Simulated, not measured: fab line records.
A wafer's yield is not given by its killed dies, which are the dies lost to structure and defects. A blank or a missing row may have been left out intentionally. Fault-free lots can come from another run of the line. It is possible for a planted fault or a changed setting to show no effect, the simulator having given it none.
Problem report in the 8D (eight disciplines) form, filled by code | flow n5_finfet | the parts of the form that need people (team, actions taken, sign-off) are left out

## 1. WHAT WENT WRONG
At N5_BEOL_M14_COAT_58, spin_speed_rpm averages 1632.8 rpm over 9 wafers from 3 lots, while fault-free wafers read 1500.0 rpm, standard deviation 1.1. So: +99 or more standard deviations from the usual mean.
The step: time 60 s, resist thk 89 nm.
Earliest sighting: wafer L205.2 on litho_track-01 at day 16 05:07. The record has a number at this step for 15 wafers belonging to 5 lots. Rule for "out", or "out of limits": more than 4 standard deviations from the usual mean. The rest of the wafers with a number are treated as sound.

## 2. WHAT THIS IS AND IS NOT
question                    | is                     | is not
which readings at this step | spin_speed_rpm         | -
which lots                  | L205, L208, L210       | L196, L206
which wafers of those lots  | all that have a number | -
read on which tools         | litho_track-01         | litho_track-04
when                        | from day 16 05:07      | up to then (3 sound wafers); but 3 sound wafers of L206 came after

## 3. THE SUSPECTS, EACH WITH WHAT RULES IT OUT
Counting: a tool stays on the suspect list if, at a process step up to the reading, it processed all lots that are out and no sound lot following the first of them.
- litho_track-01 at N5_BEOL_M14_COAT_58 (time 60 s, resist thk 89 nm): kept. Every lot that is out went through it, starting with L205 (day 16 05:07), and after that it ran no sound lot; the last sound lot it ran before then is L196 (day 14 06:49). Out on those wafers are its own readings of spin_speed_rpm.
Remaining after the count: litho_track-01 at N5_BEOL_M14_COAT_58.

## 4. THE CAUSE (what the simulator had put in)
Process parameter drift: litho_track-01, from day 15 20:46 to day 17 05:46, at N5_BEOL_M14_COAT_58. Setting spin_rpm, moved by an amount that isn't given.
This tool alone remained once counting was done.

## 5. SEQUENCE OF EFFECTS, ordered by route
Each row: a reading where the mean over the struck wafers with a number is more than 3 standard deviations away from the usual. Only readings whose record carries a usual standard deviation are examined. hours: median over the lots of the time between each lot's start at the first step of this table that gives one and its start at this step. sigmas: the change, counted in usual standard deviations.
hours | step                | reading        | usual      | on struck wafers | change | sigmas
0     | N5_BEOL_M14_COAT_58 | spin_speed_rpm | 1500.0 rpm | 1632.8           | +132.8 | +99 or more
Process steps it contains:
- N5_BEOL_M14_COAT_58: time 60 s, resist thk 89 nm.

## 6. WHAT WOULD HAVE CAUGHT IT SOONER
The fault began at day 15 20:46; the first out-of-limits reading in this record came at day 16 05:07, 8 hours later.
